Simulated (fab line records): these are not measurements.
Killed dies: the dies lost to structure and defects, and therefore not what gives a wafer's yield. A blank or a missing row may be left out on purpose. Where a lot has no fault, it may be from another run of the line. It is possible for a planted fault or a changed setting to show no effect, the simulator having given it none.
3 desks looking at one fault | flow nand_harc | numbers are kept per desk, each desk with only its own; the story behind them comes last

THE DEFECT DESK
Inspection counts along the route, by lot: the mean over sampled wafers that carry a number. Any lot whose mean is over 4 standard deviations away from the usual mean is out of limits and marked OUT; that distance is given in the brackets.
Columns: A = raw_defect_count at NHARC_P_START_INSPECT_01, usual 3.5
lot  | first seen here | A
L569 | day 1 20:02     | 3.0
L570 | day 2 06:02     | 3.3
L572 | day 3 02:02     | 3.3
L573 | day 3 12:02     | 4.0
L574 | day 3 22:02     | 4.3
L575 | day 4 08:02     | 3.3
L576 | day 4 18:02     | 5.0
L577 | day 5 04:02     | 2.7
L580 | day 6 10:02     | 3.7
L582 | day 7 06:03     | 3.3
L583 | day 7 16:02     | 2.3
L588 | day 9 18:02     | 3.0
L589 | day 10 04:02    | 4.0
This desk found nothing out of limits on any of the 13 lots.

THE METROLOGY DESK
Means of the sampled wafers that have a number, per lot and without regard to the tool the lot ran on: this is what the gauges read. Any lot whose mean is over 4 standard deviations away from the usual mean is out of limits and marked OUT; that distance is given in the brackets.
Columns: A = cd_nm at NHARC_P_GATE_CD_MEAS_26, usual 120.3 nm
lot  | first seen here | A
L570 | day 5 16:59     | 120.8
L572 | day 6 10:59     | 120.2
L569 | day 6 13:00     | 120.0
L573 | day 6 13:23     | 119.8
L574 | day 7 01:59     | 119.9
L575 | day 7 11:10     | 119.8
L576 | day 7 23:34     | 120.8
L577 | day 8 13:55     | 121.0
L580 | day 9 14:49     | 120.4
L582 | day 11 05:25    | 119.6
L583 | day 11 06:11    | 120.3
L588 | day 12 16:46    | 114.0 (-12) OUT
L589 | day 13 06:16    | 114.2 (-11) OUT
This desk finds L588, L589 out of limits, L588 being first, at day 12 16:46 (cd_nm at NHARC_P_GATE_CD_MEAS_26). L570, L572, L569, L573, L574, L575, L576, L577, L580, L582, L583 stayed within limits.

DESK OF THE TOOL OWNER: litho_track-01
The tool's own readings at NHARC_P_GATE_PEB_24 (peb time 65 s): means of the sampled wafers that have a number, for each lot that ran on this tool. Any lot whose mean is over 4 standard deviations away from the usual mean is out of limits and marked OUT; that distance is given in the brackets.
Columns: A = plate_temp_C at NHARC_P_GATE_PEB_24, usual 100.01 C
lot  | first seen here | A
L570 | day 5 16:54     | 99.96
L572 | day 6 10:55     | 99.86
L582 | day 11 05:20    | 99.97
L588 | day 12 16:41    | 100.00
L589 | day 13 06:11    | 100.06
This desk found nothing out of limits on any of the 5 lots.

PUT TOGETHER
The metrology desk could have raised an alarm at day 12 16:46, on L588, L589.
The defect desk saw nothing out of limits.
The desk of the tool owner found nothing out of limits.
The defect desk has L588, L589 on record, within its limits.
Tool owner's desk: L588, L589 on record, inside its limits.
The lots listed all ran NHARC_P_GATE_PEB_24 on litho_track-01.

WHAT THE SIMULATOR PUT IN
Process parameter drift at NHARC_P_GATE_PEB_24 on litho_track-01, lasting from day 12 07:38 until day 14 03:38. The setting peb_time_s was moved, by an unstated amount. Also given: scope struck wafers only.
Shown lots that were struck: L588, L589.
Delay in hours, fault start to first out-of-limits reading, per desk: metrology desk 9.
